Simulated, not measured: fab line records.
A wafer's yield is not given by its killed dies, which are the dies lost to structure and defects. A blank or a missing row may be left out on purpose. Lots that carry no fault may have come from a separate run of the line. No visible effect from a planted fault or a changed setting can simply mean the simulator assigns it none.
8D (eight disciplines) problem report, filled in by code ; flow n5 finfet ; the parts of the form that need people (team, actions taken, sign-off) are left out

== 1. WHAT WENT WRONG ==
Across 3 wafers from 2 lots, M2_THK at N5_BEOL_M2_THK_MEAS_53 averages 153.6 nm, while fault-free wafers read 40.5 nm with a standard deviation of 1.2. That puts it +94 standard deviations away from the usual mean.
The step: measures by xrf.
Seen first at day 8 11:45 on film metro-01, wafer L821.2. Wafers with a number at this step in the record: 25, from 9 lots. By rule, "out" or "out of limits" means more than 4 standard deviations away from the usual mean. The other wafers with a number count as sound.

== 2. WHAT IT IS; WHAT IT IS NOT ==
question;is;is not
which readings at this step;M2_THK;-
which lots;L821, L822;L816, L829, L830, L832, L835, L836, L837
which wafers of those lots;L821.2, L821.3, L822.3;L822.6
read on which gauges;film metro-01, film metro-02;-
when;from day 8 11:45;"up to then (3 sound wafers); but 19 sound wafers of L822, L829, L830, L832, L835, L836, L837 came after"

== 3. WHAT RULES OUT EACH SUSPECT ==
Counting: any tool at a process step up to the reading remains a suspect provided it ran every lot that is out. Sound lots after the first of them don't rule it out here, since some wafers of a struck lot are sound.
- the gauge at N5_BEOL_M2_THK_MEAS_53: ruled out. 2 gauges (film metro-01, film metro-02) read the wafers that are out.
- pvd sputter-02 at N5_BEOL_M2_ANNEAL_87 (time 240 s): kept. Ran every lot that is out, first one L821 (day 8 09:57); last sound lot up to then L816 (day 7 07:14).
- pvd sputter-02 at N5_BEOL_M2_SPUTTER_90 (material Cu, target thk 4.5 nm, time 8.29 s): kept. Ran every lot that is out, first one L821 (day 8 10:19); last sound lot up to then L816 (day 7 07:35).
- cmp-03 at N5_BEOL_M2_CMP_52 (polishes, stops on SiOC, t overpolish 6.8 s, target thk 40 nm): kept. Ran every lot that is out, first one L821 (day 8 11:32); last sound lot up to then L816 (day 7 08:47). Its own barrier field endpoint s, overpolish run s, time to endpoint s readings are out on those wafers.
pvd sputter-02 at N5_BEOL_M2_ANNEAL_87, pvd sputter-02 at N5_BEOL_M2_SPUTTER_90 and cmp-03 at N5_BEOL_M2_CMP_52 are what is left after counting.

== 4. THE CAUSE (what the simulator had put in) ==
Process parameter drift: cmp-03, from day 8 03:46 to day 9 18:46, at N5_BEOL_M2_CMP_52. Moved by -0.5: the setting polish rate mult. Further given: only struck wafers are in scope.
3 suspects survive the count, and this tool is in that group.

== 5. SEQUENCE OF EFFECTS, ordered by route ==
Rows list readings where the struck wafers' mean (over those with a number) sits beyond 3 standard deviations from the usual. Only readings for which the record gives a usual standard deviation are gone through. hours: the time from each lot's start at the first step in this table that gives one to its start at this step, as a median over the lots. sigmas: the change in usual standard deviations.
hours;step;reading;usual;on struck wafers;change;sigmas
0;N5_BEOL_M2_CMP_52;barrier field endpoint s;24.6 s;41.1;+16.5;+29
0;N5_BEOL_M2_CMP_52;overpolish run s;6.800 s;0.033;-6.767;-99 or more
0;N5_BEOL_M2_CMP_52;time to endpoint s;62.4 s;80.5;+18.1;+7.0
0;N5_BEOL_M2_THK_MEAS_53;M2_THK;40.5 nm;153.6;+113.1;+94
1;N5_BEOL_M2_INSPECT_59;raw defect count;71;5759;+5688;+99 or more
129;N5_PASSIVATION_PROBE_49;defect limited yield;91.3 %;0.0;-91.3;-65
129;N5_PASSIVATION_PROBE_49;killed_at_M0_to_M3;34;1112;+1078;+99 or more
129;N5_PASSIVATION_PROBE_49;killed dies;103;1180;+1077;+67
129;N5_PASSIVATION_PROBE_49;killed on rim;13;152;+139;+39
129;N5_PASSIVATION_PROBE_49;sort n pass;1077;0;-1077;-67
129;N5_PASSIVATION_PROBE_49;sort yield pct;91.3 %;0.0;-91.3;-65
The process steps in it:
- N5_BEOL_M2_CMP_52: polishes, stops on SiOC, t overpolish 6.8 s, target thk 40 nm.
- N5_PASSIVATION_PROBE_49

== 6. WHAT WOULD HAVE CAUGHT IT SOONER ==
In this record the first reading out of limits at a measuring or inspecting step was taken at day 8 11:45, 8 hours after the fault began at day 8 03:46.
At N5_BEOL_M2_CMP_52, the tool's own readings (barrier field endpoint s, overpolish run s, time to endpoint s) were out on each struck wafer the step has a row for, so an alarm limit on them would have fired on the first such wafer.
Among the 2 lots that are out, L822 began N5_BEOL_M2_CMP_52 on cmp-03 after day 8 11:45. A tool hold placed at that time would have kept it from harm.
